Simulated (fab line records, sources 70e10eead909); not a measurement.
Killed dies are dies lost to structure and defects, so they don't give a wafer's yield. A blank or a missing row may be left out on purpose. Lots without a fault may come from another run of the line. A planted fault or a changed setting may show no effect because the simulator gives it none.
A struck lot beside a sound one | flow nand_harc | 15 steps out of a route of 1302
Sound: wafers L303.3, L303.4, L303.6. Struck: wafer L296.4. (L296.1, L296.2 of the same lot were not struck and are left out.) The cause comes at the end.
At each step with rows: each side's tool, then ch and its chambers, then its first start. Under that, the readings that differ: sound wafers | struck wafers | difference of the means | sigmas: that difference in standard deviations of wafers without a fault.
alike: readings whose means differ by less than 2 such deviations, and words and numbers that are the same on both sides. not compared: withheld readings, readings that some wafer has no value for, bounds like >300 that may hide the same value, and numbers for which the record gives no deviation and whose values overlap.
The two part at a step that has a row with sigmas, a row that says differs or no value, or rows on one side only. Numbers that don't overlap but have no deviation are shown without sigmas and don't part them. A reading that every wafer of one side lacks parts them only if that side has two wafers or more.

first, 6 steps without rows for these wafers: NHARC_A_DECK1_JOINT_CVD_34 (deposits SiNx, target thk 20 nm); NHARC_A_DECK1_JOINT_DEP_06 (deposits SiOx, target thk 80 nm); NHARC_A_DECK1_JOINT_CURE_26 (time 32 s); NHARC_A_DECK1_JOINT_ANNEAL_27 (time 3600 s); NHARC_A_DECK1_JOINT_ANNEAL_28 (time 1800 s); NHARC_A_DECK1_JOINT_ANNEAL_29 (time 1800 s).
NHARC_A_DECK1_JOINT_CMP_02: polishes SiOx.
  sound on cmp-03 ch 1,2,3, day 20 11:07; struck on cmp-01 ch 2, day 17 14:36
  alike: motor_current_A
then, 1 step without rows for these wafers: NHARC_A_DECK1_JOINT_SRD_15.
NHARC_A_DECK1_JOINT_DEP_16: deposits SiO2, target thk 45 nm.
  sound on pecvd-02 ch 0,2, day 20 11:31; struck on pecvd-03 ch 1, day 17 14:59
  reading                | sound          | struck | difference | sigmas
  heater_power_w (W)     | 743 534 749    | 432    | -243       | -3
  throttle_valve_pct (%) | 14.7 15.3 14.6 | 16.2   | +1.3       | +2
  not compared: since_wet_clean_h
NHARC_A_DECK1_JOINT_THK_MEAS_17: measures by ellipsometry.
  sound on film_metro-01, day 20 11:44; struck on film_metro-02, day 17 15:16
  alike: thk_nm
NHARC_A_DECK1_JOINT_INSPECT_05:
  sound on defect_inspect-02, day 20 11:46; struck on defect_inspect-02, day 17 15:19
  alike: raw_defect_count
NHARC_A_ONON_D2_DEP_00: target thk 1000 nm.
  sound on pecvd_onon-04 ch 0, day 20 11:58; struck on pecvd_onon-04 ch 0, day 17 15:23
  alike: n2_flow_sccm
NHARC_A_ONON_D2_THK_MEAS_02: measures by ellipsometry.
  sound on film_metro-01, day 20 12:21; struck on film_metro-01, day 17 15:53
  reading     | sound          | struck | difference | sigmas
  thk_nm (nm) | 1006 1005 1006 | 1608   | +602       | +85
then, 1 step without rows for these wafers: NHARC_A_ONON_D2_DEP_03 (target thk 1000 nm).
-- the record jumps here: 12 days lie between the struck wafers' starts before and after (it left off in module A_ONON_D2 and takes up again in module END, whose first step shown is number 1302 of the route) --
NHARC_END_SORT_01:
  the record has rows for the struck wafers here (prober-01 ch 0, day 29 12:52) and none for the sound ones

WHERE THEY PART
First at NHARC_A_DECK1_JOINT_DEP_16; last, within this record, at NHARC_END_SORT_01.

WHY: what the simulator had put in
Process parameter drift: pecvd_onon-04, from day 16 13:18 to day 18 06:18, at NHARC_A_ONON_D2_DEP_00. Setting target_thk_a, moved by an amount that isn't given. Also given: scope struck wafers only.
